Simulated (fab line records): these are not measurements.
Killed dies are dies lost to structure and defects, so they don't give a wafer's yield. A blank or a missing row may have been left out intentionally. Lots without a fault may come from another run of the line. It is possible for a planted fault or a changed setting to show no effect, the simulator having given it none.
Chamber matching || flow nandHarc || NHARC_A_CONTACT_DEP_24 on pecvd-03 has 3 sister chambers
The step deposits SiO2, target thk 500 nm. 16 wafers are shown with their chamber, then 8 later ones without.

== WAFERS PAIRED WITH THEIR CHAMBERS ==
{"wafer": "L075.2", "chamber": 2, "throttleValvePct (%)": 15.9, "heaterPowerW (W)": 535}
{"wafer": "L075.3", "chamber": 1, "throttleValvePct (%)": 16.0, "heaterPowerW (W)": 620}
{"wafer": "L075.5", "chamber": 2, "throttleValvePct (%)": 15.9, "heaterPowerW (W)": 593}
{"wafer": "L076.2", "chamber": 2, "throttleValvePct (%)": 16.1, "heaterPowerW (W)": 576}
{"wafer": "L076.4", "chamber": 0, "throttleValvePct (%)": 16.8, "heaterPowerW (W)": 665}
{"wafer": "L076.5", "chamber": 1, "throttleValvePct (%)": 16.3, "heaterPowerW (W)": 580}
{"wafer": "L079.2", "chamber": 1, "throttleValvePct (%)": 16.3, "heaterPowerW (W)": 614}
{"wafer": "L079.3", "chamber": 0, "throttleValvePct (%)": 16.8, "heaterPowerW (W)": 676}
{"wafer": "L079.6", "chamber": 0, "throttleValvePct (%)": 16.8, "heaterPowerW (W)": 522}
{"wafer": "L082.1", "chamber": 0, "throttleValvePct (%)": 17.0, "heaterPowerW (W)": 604}
{"wafer": "L082.3", "chamber": 2, "throttleValvePct (%)": 16.0, "heaterPowerW (W)": 555}
{"wafer": "L082.5", "chamber": 0, "throttleValvePct (%)": 16.7, "heaterPowerW (W)": 645}
{"wafer": "L085.1", "chamber": 1, "throttleValvePct (%)": 16.0, "heaterPowerW (W)": 587}
{"wafer": "L085.4", "chamber": 0, "throttleValvePct (%)": 17.0, "heaterPowerW (W)": 583}
{"wafer": "L085.5", "chamber": 1, "throttleValvePct (%)": 16.2, "heaterPowerW (W)": 619}
{"wafer": "L086.1", "chamber": 2, "throttleValvePct (%)": 15.7, "heaterPowerW (W)": 513}

SIGNATURES, as means of the wafers listed above
{"reading": "throttleValvePct", "chamber 0": 16.850, "chamber 1": 16.160, "chamber 2": 15.920, "scatter within a chamber": 0.14}
{"reading": "heaterPowerW", "chamber 0": 615.83, "chamber 1": 604.00, "chamber 2": 554.40, "scatter within a chamber": 41.5}
Rule: distance of a wafer from a chamber = root of the sum over the readings of ((wafer's reading minus chamber's mean) / reading's scatter) squared. If the next closest chamber is less than 2 further off than the closest, the wafer can't be placed; otherwise it belongs to the closest. The scatter is the square root of a quotient: the sum, over the shown wafers, of each reading's squared deviation from its chamber's mean, divided by wafers minus chambers.

== WAFERS MISSING THEIR CHAMBER ==
{"wafer": "L086.4", "throttleValvePct (%)": 15.9, "heaterPowerW (W)": 538}
{"wafer": "L086.6", "throttleValvePct (%)": 16.0, "heaterPowerW (W)": 644}
{"wafer": "L089.1", "throttleValvePct (%)": 16.3, "heaterPowerW (W)": 566}
{"wafer": "L089.2", "throttleValvePct (%)": 16.4, "heaterPowerW (W)": 463}
{"wafer": "L089.5", "throttleValvePct (%)": 17.0, "heaterPowerW (W)": 642}
{"wafer": "L095.1", "throttleValvePct (%)": 16.2, "heaterPowerW (W)": 658}
{"wafer": "L095.3", "throttleValvePct (%)": 15.9, "heaterPowerW (W)": 442}
{"wafer": "L095.6", "throttleValvePct (%)": 16.3, "heaterPowerW (W)": 470}

== EACH ONE'S CHAMBER ==
{"wafer": "L086.4", "from the rows above": 2, "in truth": 2}
{"wafer": "L086.6", "from the rows above": "can't be placed: 1 or 2", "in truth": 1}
{"wafer": "L089.1", "from the rows above": "can't be placed: 1 or 2", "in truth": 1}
{"wafer": "L089.2", "from the rows above": "can't be placed: 1 or 2 or 0", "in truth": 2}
{"wafer": "L089.5", "from the rows above": 0, "in truth": 0}
{"wafer": "L095.1", "from the rows above": "can't be placed: 1 or 2", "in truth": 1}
{"wafer": "L095.3", "from the rows above": "can't be placed: 2 or 1", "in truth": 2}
{"wafer": "L095.6", "from the rows above": "can't be placed: 1 or 2 or 0", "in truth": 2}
Correctly placed: 2 of 8. Not placeable from these rows: 6 (in 6, the candidates include the true chamber). Placed wrongly: 0.
